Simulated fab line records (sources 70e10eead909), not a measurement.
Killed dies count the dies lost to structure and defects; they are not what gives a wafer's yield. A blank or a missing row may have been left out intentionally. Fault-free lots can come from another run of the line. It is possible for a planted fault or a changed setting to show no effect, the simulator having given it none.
Chamber matching ; flow nand harc ; 4 sister chambers for NHARC_HYBRID_BOND_ACTIVATE_00 on rie diel-12
The step chemistry N2, time 60 s. 18 wafers are shown with their chamber, then 9 later ones without.

WAFERS WITH THEIR CHAMBER
wafer;chamber;showerhead plenum p Torr (Torr);oes product au (a.u.);rf vpp V (V)
L769.1;0;1.72;1.005;65.4
L769.3;3;1.66;0.990;63.2
L769.4;2;1.82;0.998;65.2
L768.2;0;1.72;1.011;63.3
L768.3;1;1.73;1.006;62.5
L768.5;1;1.73;1.009;64.1
L771.1;3;1.66;0.991;62.8
L771.5;3;1.66;0.985;63.1
L771.6;1;1.73;1.002;64.2
L776.2;2;1.82;0.986;66.1
L776.3;1;1.73;0.999;63.4
L776.6;0;1.72;0.992;63.5
L783.4;3;1.66;1.017;65.7
L783.5;3;1.66;1.005;62.5
L783.6;2;1.82;0.990;64.8
L785.1;1;1.73;1.000;62.9
L785.5;1;1.72;0.998;65.3
L785.6;2;1.82;0.980;64.6

SIGNATURES (means of the wafers above)
reading;chamber 0;chamber 1;chamber 2;chamber 3;scatter within a chamber
showerhead plenum p Torr;1.7200;1.7283;1.8200;1.6600;0.00244
oes product au;1.00267;1.00233;0.98850;0.99760;0.00904
rf vpp V;64.067;63.733;65.175;63.460;1.06
Rule: a wafer lies at a distance from a chamber equal to the root of the sum of squares, over the readings, of (its reading less the chamber's mean, divided by the reading's scatter). The wafer belongs to the nearest chamber; if the next one is less than 2 further off, it can't be placed. The scatter: take each reading less its chamber's mean, square it, sum over the shown wafers, divide by the number of wafers less the number of chambers, and take the root.

WAFERS WHOSE CHAMBER IS MISSING
wafer;showerhead plenum p Torr (Torr);oes product au (a.u.);rf vpp V (V)
L786.1;1.82;1.002;65.1
L786.5;1.82;0.995;64.8
L786.6;1.66;0.998;63.3
L789.1;1.82;0.976;66.4
L789.3;1.72;1.003;63.7
L789.5;1.72;0.992;64.0
L790.3;1.82;0.995;65.1
L790.5;1.72;0.989;63.2
L790.6;1.82;0.987;63.4

WHICH CHAMBER EACH WENT THROUGH
wafer;from the rows above;in truth
L786.1;2;2
L786.5;2;2
L786.6;3;3
L789.1;2;2
L789.3;0;0
L789.5;0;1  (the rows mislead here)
L790.3;2;2
L790.5;0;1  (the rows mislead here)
L790.6;2;2
Correctly placed: 7 of 9. Can't be placed from these rows: 0. Number placed wrongly: 2.
